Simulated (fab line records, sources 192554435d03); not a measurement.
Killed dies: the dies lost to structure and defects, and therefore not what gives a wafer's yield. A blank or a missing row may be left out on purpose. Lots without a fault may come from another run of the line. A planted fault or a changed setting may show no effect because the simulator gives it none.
8D (eight disciplines) problem report, filled in by code || flow n5Finfet || the parts of the form that need people (team, actions taken, sign-off) are left out

## 1. WHAT WENT WRONG
Wafers without a fault read 0.767 a.u., standard deviation 0.013; oesProductAu at N5_FIN_SAQP_MANDREL_ETCH_22 reads a mean of 0.679 a.u. on 6 wafers belonging to 2 lots. Measured from the usual mean, that is -6.7 standard deviations.
The step: etches a-Si in HBr/Cl2, stops on SiNx, target depth 60 nm, bt time 10 s, time 30 s.
Earliest sighting: wafer L632.2 on rieSi-02 at day 5 10:38. The record has a number at this step for 12 wafers belonging to 4 lots. By rule, "out" or "out of limits" means more than 4 standard deviations away from the usual mean. All remaining wafers that have a number are taken as sound.

## 2. WHAT IT IS; WHAT IT IS NOT
{"question": "which readings at this step", "is": "oesProductAu", "is not": "drypumpMotorCurrentA, heBacksideLeakSccm"}
{"question": "which lots", "is": "L632, L634", "is not": "L620, L631"}
{"question": "which wafers of those lots", "is": "all that have a number", "is not": "-"}
{"question": "read on which tools", "is": "rieSi-02", "is not": "rieSi-05"}
{"question": "when", "is": "from day 5 10:38", "is not": "up to then (6 sound wafers)"}

## 3. THE SUSPECTS, EACH WITH WHAT RULES IT OUT
Counting: a tool at a process step up to the reading stays a suspect if it ran every lot that is out and no sound lot after the first of them.
- rieSi-02 at N5_FIN_SAQP_MANDREL_ETCH_22 (etches a-Si in HBr/Cl2, stops on SiNx, target depth 60 nm, bt time 10 s, time 30 s): kept. It ran every lot that is out, first L632 (day 5 10:38), and no sound lot after that; its last sound lot up to then is L620 (day 2 10:56). Its own readings are out on those wafers: oesProductAu.
After counting, what remains is rieSi-02 at N5_FIN_SAQP_MANDREL_ETCH_22.

## 4. THE CAUSE (what the simulator had put in)
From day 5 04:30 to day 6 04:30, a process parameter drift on rieSi-02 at N5_FIN_SAQP_MANDREL_ETCH_22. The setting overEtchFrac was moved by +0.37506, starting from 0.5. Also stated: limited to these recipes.
After counting, this tool was the only one left.

## 5. SEQUENCE OF EFFECTS, ordered by route
One row per reading whose mean, taken over the struck wafers that have a number, lies over 3 standard deviations from the usual. Readings are gone through only where the record gives a usual standard deviation; hours: the median, over the lots, of the time from a lot's start at the first step in this table giving one to that lot's start at this step; sigmas: the change measured in usual standard deviations.
{"hours": 0, "step": "N5_FIN_SAQP_MANDREL_ETCH_22", "reading": "oesProductAu", "usual": "0.767 a.u.", "on struck wafers": 0.679, "change": -0.088, "sigmas": -6.7}
{"hours": 2, "step": "N5_FIN_SAQP_ETCH_57", "reading": "etchRfOnTimeS", "usual": "46.2 s", "on struck wafers": 40.8, "change": -5.4, "sigmas": -4.9}
The process steps in it:
- N5_FIN_SAQP_MANDREL_ETCH_22: etches a-Si in HBr/Cl2, stops on SiNx, target depth 60 nm, bt time 10 s, time 30 s.
- N5_FIN_SAQP_ETCH_57: etches SiNx in CH3F/O2, target depth 32.5 nm, time 46.4 s.
Later steps that measure or inspect, where all struck wafers having a row at the step show a number for every such reading and not one has moved that far: N5_BEOL_M4_RC_MEAS_101.

## 6. HOW IT WOULD HAVE BEEN CAUGHT EARLIER
In this record the first reading out of limits was taken at day 5 10:38, 6 hours after the fault began at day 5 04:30.
